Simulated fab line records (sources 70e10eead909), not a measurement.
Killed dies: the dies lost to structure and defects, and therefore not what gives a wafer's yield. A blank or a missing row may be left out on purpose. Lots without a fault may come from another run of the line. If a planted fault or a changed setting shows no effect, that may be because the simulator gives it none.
Which tool is to blame?	flow nand_harc	Sampling: 6 lots, 16 wafers, 3 of 1302 route steps

== WHAT THE GAUGES SHOWED, per wafer ==
NHARC_A_ONON_D1_THK_MEAS_18: measures by ellipsometry.
lot	measured	on	thk_nm (nm)
L661	day 8 23:59	film_metro-01	998 998 998
L663	day 9 10:42	film_metro-01	1012 1011 1010
L665	day 10 21:01	film_metro-02	994 996 996
L673	day 14 02:24	film_metro-01	676 674
L679	day 16 18:54	film_metro-01	986 987 987
L681	day 17 07:50	film_metro-01	986 986 987

== TOOL THAT RAN EACH LOT (tool first, then ch and the chambers of the sampled wafers, then the start) ==
lot	NHARC_A_ZERO_WELL_ETCH_13	NHARC_A_ONON_D1_DEP_16
L661	rie_si-02 ch 0,1,2, day 7 15:37	pecvd_onon-01 ch 0, day 8 23:29
L663	rie_si-02 ch 1,2, day 8 04:02	pecvd_onon-04 ch 0, day 9 10:11
L665	rie_si-03 ch 2,3, day 9 09:49	pecvd_onon-01 ch 0, day 10 20:34
L673	rie_si-06 ch 2, day 12 15:41	pecvd_onon-01 ch 0, day 14 01:53
L679	rie_si-02 ch 0,1,2, day 15 10:11	pecvd_onon-01 ch 0, day 16 18:27
L681	rie_si-06 ch 1,2,3, day 15 22:02	pecvd_onon-01 ch 0, day 17 07:22
- NHARC_A_ZERO_WELL_ETCH_13: etches the open film in HBr/Cl2, target depth 120 nm, time 40.1 s.
- NHARC_A_ONON_D1_DEP_16: target thk 1000 nm.

== THE ANSWER, worked out from the rows above alone ==
Rule: usual is defined by the lots themselves. The widest of any qualifying gaps counts: lots, ordered by their means at a reading, are off when they make up no more than a third of the lots, leave a main group of 4 or more, and stand apart from it by 3 or more times the standard deviation of that group's means. Not used: any main group whose means are identical at the precision the tables above print for the reading. Also off: a lot with no number at a reading for which 4 or more lots have one. Any other lot the step has rows for is counted as sound.
Off at NHARC_A_ONON_D1_THK_MEAS_18 (thk_nm): L673. The main group has a mean of 995 nm with a standard deviation of 9.
A tool fits if, at a process step before that reading, it ran every lot that is off, and no sound lot after the first of them. Gauges at NHARC_A_ONON_D1_THK_MEAS_18: tried the same way as those tools. Not one of the candidates tried fits.

== WHAT HAD BEEN PUT IN BY THE SIMULATOR ==
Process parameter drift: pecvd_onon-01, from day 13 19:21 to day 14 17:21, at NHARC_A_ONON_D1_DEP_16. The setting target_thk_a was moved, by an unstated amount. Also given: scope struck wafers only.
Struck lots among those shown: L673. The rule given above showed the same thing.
